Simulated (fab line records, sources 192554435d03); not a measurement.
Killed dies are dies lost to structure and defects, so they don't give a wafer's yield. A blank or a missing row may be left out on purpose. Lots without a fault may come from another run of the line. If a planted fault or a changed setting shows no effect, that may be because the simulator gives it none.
Matching of chambers :: flow n5Finfet :: 4 sister chambers for N5_MIM_BOT_LITHO_DESCUM_10 on rieDiel-04
The step chemistry O2, time 7.9 s. 30 wafers are shown with their chamber, then 12 later ones without.

## WAFERS, EACH WITH ITS CHAMBER
wafer: L074.2
chamber: 1
drypumpMotorCurrentA (A): 5.4
showerheadPlenumPTorr (Torr): 2.11
throttleValvePct (%): 20.42

wafer: L074.3
chamber: 2
drypumpMotorCurrentA (A): 6.4
showerheadPlenumPTorr (Torr): 1.98
throttleValvePct (%): 20.37

wafer: L074.4
chamber: 3
drypumpMotorCurrentA (A): 5.7
showerheadPlenumPTorr (Torr): 2.07
throttleValvePct (%): 20.75

wafer: L077.2
chamber: 3
drypumpMotorCurrentA (A): 5.6
showerheadPlenumPTorr (Torr): 2.07
throttleValvePct (%): 20.76

wafer: L077.5
chamber: 1
drypumpMotorCurrentA (A): 5.4
showerheadPlenumPTorr (Torr): 2.10
throttleValvePct (%): 20.41

wafer: L077.6
chamber: 0
drypumpMotorCurrentA (A): 6.1
showerheadPlenumPTorr (Torr): 2.02
throttleValvePct (%): 20.52

wafer: L079.3
chamber: 2
drypumpMotorCurrentA (A): 6.4
showerheadPlenumPTorr (Torr): 1.98
throttleValvePct (%): 20.39

wafer: L079.5
chamber: 0
drypumpMotorCurrentA (A): 6.1
showerheadPlenumPTorr (Torr): 2.02
throttleValvePct (%): 20.55

wafer: L079.6
chamber: 1
drypumpMotorCurrentA (A): 5.4
showerheadPlenumPTorr (Torr): 2.10
throttleValvePct (%): 20.44

wafer: L078.1
chamber: 0
drypumpMotorCurrentA (A): 6.1
showerheadPlenumPTorr (Torr): 2.02
throttleValvePct (%): 20.55

wafer: L078.3
chamber: 2
drypumpMotorCurrentA (A): 6.4
showerheadPlenumPTorr (Torr): 1.98
throttleValvePct (%): 20.40

wafer: L078.6
chamber: 0
drypumpMotorCurrentA (A): 6.1
showerheadPlenumPTorr (Torr): 2.02
throttleValvePct (%): 20.55

wafer: L081.2
chamber: 3
drypumpMotorCurrentA (A): 5.7
showerheadPlenumPTorr (Torr): 2.06
throttleValvePct (%): 20.77

wafer: L081.4
chamber: 1
drypumpMotorCurrentA (A): 5.4
showerheadPlenumPTorr (Torr): 2.10
throttleValvePct (%): 20.44

wafer: L081.6
chamber: 0
drypumpMotorCurrentA (A): 6.1
showerheadPlenumPTorr (Torr): 2.01
throttleValvePct (%): 20.52

wafer: L082.1
chamber: 3
drypumpMotorCurrentA (A): 5.6
showerheadPlenumPTorr (Torr): 2.06
throttleValvePct (%): 20.78

wafer: L082.2
chamber: 2
drypumpMotorCurrentA (A): 6.4
showerheadPlenumPTorr (Torr): 1.98
throttleValvePct (%): 20.41

wafer: L082.4
chamber: 0
drypumpMotorCurrentA (A): 6.1
showerheadPlenumPTorr (Torr): 2.01
throttleValvePct (%): 20.55

wafer: L084.3
chamber: 3
drypumpMotorCurrentA (A): 5.7
showerheadPlenumPTorr (Torr): 2.06
throttleValvePct (%): 20.77

wafer: L084.4
chamber: 2
drypumpMotorCurrentA (A): 6.3
showerheadPlenumPTorr (Torr): 1.98
throttleValvePct (%): 20.38

wafer: L084.5
chamber: 0
drypumpMotorCurrentA (A): 6.1
showerheadPlenumPTorr (Torr): 2.01
throttleValvePct (%): 20.55

wafer: L086.1
chamber: 1
drypumpMotorCurrentA (A): 5.4
showerheadPlenumPTorr (Torr): 2.10
throttleValvePct (%): 20.45

wafer: L086.2
chamber: 2
drypumpMotorCurrentA (A): 6.4
showerheadPlenumPTorr (Torr): 1.97
throttleValvePct (%): 20.41

wafer: L086.4
chamber: 0
drypumpMotorCurrentA (A): 6.1
showerheadPlenumPTorr (Torr): 2.01
throttleValvePct (%): 20.56

wafer: L087.2
chamber: 0
drypumpMotorCurrentA (A): 6.2
showerheadPlenumPTorr (Torr): 2.01
throttleValvePct (%): 20.57

wafer: L087.3
chamber: 1
drypumpMotorCurrentA (A): 5.4
showerheadPlenumPTorr (Torr): 2.10
throttleValvePct (%): 20.47

wafer: L087.6
chamber: 3
drypumpMotorCurrentA (A): 5.7
showerheadPlenumPTorr (Torr): 2.06
throttleValvePct (%): 20.78

wafer: L092.2
chamber: 1
drypumpMotorCurrentA (A): 5.4
showerheadPlenumPTorr (Torr): 2.09
throttleValvePct (%): 20.46

wafer: L092.4
chamber: 2
drypumpMotorCurrentA (A): 6.4
showerheadPlenumPTorr (Torr): 1.97
throttleValvePct (%): 20.43

wafer: L092.6
chamber: 0
drypumpMotorCurrentA (A): 6.1
showerheadPlenumPTorr (Torr): 2.01
throttleValvePct (%): 20.57

SIGNATURES, as means of the wafers listed above
reading: drypumpMotorCurrentA
chamber 0: 6.110
chamber 1: 5.400
chamber 2: 6.386
chamber 3: 5.667
scatter within a chamber: 0.0345

reading: showerheadPlenumPTorr
chamber 0: 2.0140
chamber 1: 2.1000
chamber 2: 1.9771
chamber 3: 2.0633
scatter within a chamber: 0.00525

reading: throttleValvePct
chamber 0: 20.5490
chamber 1: 20.4414
chamber 2: 20.3986
chamber 3: 20.7683
scatter within a chamber: 0.0181
Rule: distance of a wafer from a chamber = root of the sum over the readings of ((wafer's reading minus chamber's mean) / reading's scatter) squared. If the next closest chamber is less than 2 further off than the closest, the wafer can't be placed; otherwise it belongs to the closest. How the scatter is found: for the shown wafers, subtract from each reading the mean of its chamber, square and add these, divide the total by (wafers less chambers), then take the root.

## WAFERS WHOSE CHAMBER IS MISSING
wafer: L093.1
drypumpMotorCurrentA (A): 5.7
showerheadPlenumPTorr (Torr): 2.06
throttleValvePct (%): 20.40

wafer: L093.5
drypumpMotorCurrentA (A): 5.4
showerheadPlenumPTorr (Torr): 2.09
throttleValvePct (%): 20.47

wafer: L093.6
drypumpMotorCurrentA (A): 6.2
showerheadPlenumPTorr (Torr): 2.01
throttleValvePct (%): 20.56

wafer: L094.2
drypumpMotorCurrentA (A): 6.1
showerheadPlenumPTorr (Torr): 2.01
throttleValvePct (%): 20.57

wafer: L094.3
drypumpMotorCurrentA (A): 5.4
showerheadPlenumPTorr (Torr): 2.09
throttleValvePct (%): 20.48

wafer: L094.5
drypumpMotorCurrentA (A): 6.4
showerheadPlenumPTorr (Torr): 1.97
throttleValvePct (%): 20.45

wafer: L095.1
drypumpMotorCurrentA (A): 5.6
showerheadPlenumPTorr (Torr): 2.06
throttleValvePct (%): 20.42

wafer: L095.2
drypumpMotorCurrentA (A): 5.4
showerheadPlenumPTorr (Torr): 2.09
throttleValvePct (%): 20.48

wafer: L095.4
drypumpMotorCurrentA (A): 5.4
showerheadPlenumPTorr (Torr): 2.09
throttleValvePct (%): 20.49

wafer: L097.2
drypumpMotorCurrentA (A): 5.7
showerheadPlenumPTorr (Torr): 2.05
throttleValvePct (%): 20.44

wafer: L097.3
drypumpMotorCurrentA (A): 6.4
showerheadPlenumPTorr (Torr): 2.23
throttleValvePct (%): 20.11

wafer: L097.6
drypumpMotorCurrentA (A): 5.6
showerheadPlenumPTorr (Torr): 2.05
throttleValvePct (%): 20.45

## EACH ONE'S CHAMBER
wafer: L093.1
from the rows above: 1
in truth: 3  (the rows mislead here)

wafer: L093.5
from the rows above: 1
in truth: 1

wafer: L093.6
from the rows above: 0
in truth: 0

wafer: L094.2
from the rows above: 0
in truth: 0

wafer: L094.3
from the rows above: 1
in truth: 1

wafer: L094.5
from the rows above: 2
in truth: 2

wafer: L095.1
from the rows above: 1
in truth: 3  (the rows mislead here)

wafer: L095.2
from the rows above: 1
in truth: 1

wafer: L095.4
from the rows above: 1
in truth: 1

wafer: L097.2
from the rows above: 1
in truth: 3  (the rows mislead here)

wafer: L097.3
from the rows above: 1
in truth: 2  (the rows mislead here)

wafer: L097.6
from the rows above: 1
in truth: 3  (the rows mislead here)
Placed correctly: 7 of 12. Not placeable from these rows: 0. 5 placed wrongly.
